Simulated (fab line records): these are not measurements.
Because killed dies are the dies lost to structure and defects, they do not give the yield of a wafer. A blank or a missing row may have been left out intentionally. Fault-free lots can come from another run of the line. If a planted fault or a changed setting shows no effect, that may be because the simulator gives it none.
Split-lot experiment	flow n5Finfet	21 wafers read across 7 lots, on a route 1938 steps long

## ON THE SPLIT
At N5_SD_EPI_P_COAT_35 (time 60 s, resist thk 35 nm), the setting spinRpm was moved away from the recipe's 1500 rpm on 5 of the 21 wafers read, by -9.7% to +3.7%. This setting was run at the recipe's value on the other wafers.

## FROM THE SPLIT TO THE READING: what the file shows between them, 8 steps
- N5_SD_EPI_P_COAT_03: resist thk 150 nm
- N5_SD_EPI_P_EBR_05
- N5_SD_EPI_P_DESCUM_14: chemistry O2, time 7.9 s
- N5_SD_EPI_P_ETCH_36: etches SiARC in CF4, target depth 45.5 nm, time 75.8 s
- N5_SD_EPI_P_ETCH_37: etches SOC in N2/H2, overetch 108 nm, time 486 s
- N5_SD_EPI_P_STRIP_38: strips in N2/H2
- N5_SD_EPI_P_ETCHBACK_46: etches SiNx in CH3F/O2, stops on SiO2, target depth 17.5 nm
- N5_SD_EPI_P_ETCH_47: etches SiOCN in CH3F/O2, target depth 25 nm

## THE READING
SiARC_of_SD_EPI_P_COAT_35.thkNm (the simulator's own value, which no gauge read), in nm, at N5_SD_EPI_P_ETCH_16 (etches SiO2 in CHF3/O2, target depth 5 nm). No usual value for it is given in the file. The 16 wafers here that ran the recipe average 11.7 nm, standard deviation 0.6 nm.

wafer	tool, chamber at the split	spinRpm as run, rpm	against the recipe	SiARC_of_SD_EPI_P_COAT_35.thkNm, nm	against lot-mates on the recipe
L077.1	lithoTrack-01, 0	1500	recipe	12.4	-
L077.3	lithoTrack-01, 0	1500	recipe	11.6	-
L077.5	lithoTrack-01, 0	1551	+3.4%	11.6	-0.4
L079.1	lithoTrack-01, 0	1500	recipe	11.8	-
L079.2	lithoTrack-01, 0	1500	recipe	11	-
L079.4	lithoTrack-01, 0	1500	recipe	11.6	-
L083.4	lithoTrack-05, 0	1355	-9.7%	13.2	+2.3
L083.5	lithoTrack-05, 0	1500	recipe	10.4	-
L083.6	lithoTrack-05, 0	1500	recipe	11.4	-
L084.2	lithoTrack-03, 0	1500	recipe	12.4	-
L084.3	lithoTrack-03, 0	1500	recipe	12.4	-
L084.5	lithoTrack-03, 0	1500	recipe	12.4	-
L086.2	lithoTrack-03, 0	1370	-8.7%	14	+2.7
L086.4	lithoTrack-03, 0	1500	recipe	12	-
L086.5	lithoTrack-03, 0	1500	recipe	10.6	-
L087.1	lithoTrack-03, 0	1556	+3.7%	10.6	-1.2
L087.3	lithoTrack-03, 0	1500	recipe	11.8	-
L087.6	lithoTrack-03, 0	1556	+3.7%	10.8	-1.0
L094.1	lithoTrack-01, 0	1500	recipe	11.8	-
L094.2	lithoTrack-01, 0	1500	recipe	12	-
L094.6	lithoTrack-01, 0	1500	recipe	11.6	-

FIT RESULTS
A straight line over all 21 wafers: SiARC_of_SD_EPI_P_COAT_35.thkNm changes by -0.203 nm for each +1% of spinRpm; r = -0.75; the points scatter about the line by 0.59 nm.
The same after taking each lot's own level away (the mean of its wafers on the recipe; 21 wafers): -0.265 nm for each +1%; r = -0.92; scatter 0.38 nm.
Per that fit: largest spinRpm move, reading shift of 2.6 nm.
Measured against the standard deviation above, the lots' own levels, which go from 10.90 to 12.40 nm, span 2.5 times it.
So the lot-to-lot level blurs the effect unless lot-mates are compared.
Check: with one of the wafers moved furthest among these (-9.7%) left out of the fit, the line predicts +2.83 nm for it against its lot-mates. Against them it came out at +2.3 nm.

## ADDITIONAL SPLITS CARRIED BY THESE WAFERS
These wafers also went through other splits before the reading. Each is held against what the fit with the lots' levels taken away leaves over:
other split on the same wafers	wafers away from the commonest value	r with SiARC_of_SD_EPI_P_COAT_35.thkNm (lot level and that fit taken away)
N5_ZERO_LAYER_EXPOSE_08 doseMj	9	-0.18
N5_FIN_SAQP_SPACER1_ALD_24 aldCycles	5	+0.59
N5_DUMMY_GATE_COAT_28 spinRpm	9	-0.05
N5_SD_EPI_N_EPI_21 timeS	5	-0.28

## THE WHOLE CHAIN: every reading that the file lists as answering this split, in the file's order
step	what it does	reading	change (the file's fit)	r (the file's)
N5_SD_EPI_P_COAT_35	time 60 s, resist thk 35 nm	SiARC_of_SD_EPI_P_COAT_35.thkNm (the simulator's own value, which no gauge read)	-0.185 nm for each +1% of the setting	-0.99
N5_SD_EPI_P_ETCH_36	etches SiARC in CF4, target depth 45.5 nm, time 75.8 s	CAR-ArF-block_of_SD_EPI_P_COAT_03.thkNm (the simulator's own value, which no gauge read)	+0.194 nm for each +1% of the setting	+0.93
N5_SD_EPI_P_ETCH_36	etches SiARC in CF4, target depth 45.5 nm, time 75.8 s	etch.depthNm (the simulator's own value, which no gauge read)	-0.184 nm for each +1% of the setting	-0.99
N5_SD_EPI_P_ETCH_37	etches SOC in N2/H2, overetch 108 nm, time 486 s	SiARC_of_SD_EPI_P_COAT_35.thkNm (the simulator's own value, which no gauge read)	-0.237 nm for each +1% of the setting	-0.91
N5_SD_EPI_P_ETCHBACK_46	etches SiNx in CH3F/O2, stops on SiO2, target depth 17.5 nm	SiARC_of_SD_EPI_P_COAT_35.thkNm (the simulator's own value, which no gauge read)	-0.248 nm for each +1% of the setting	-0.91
N5_SD_EPI_P_ETCH_16	etches SiO2 in CHF3/O2, target depth 5 nm	SiARC_of_SD_EPI_P_COAT_35.thkNm (the simulator's own value, which no gauge read)	-0.263 nm for each +1% of the setting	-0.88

## THE FILE'S OWN FIT
SiARC_of_SD_EPI_P_COAT_35.thkNm changes by -0.263 nm for each +1% of spinRpm, r = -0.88.
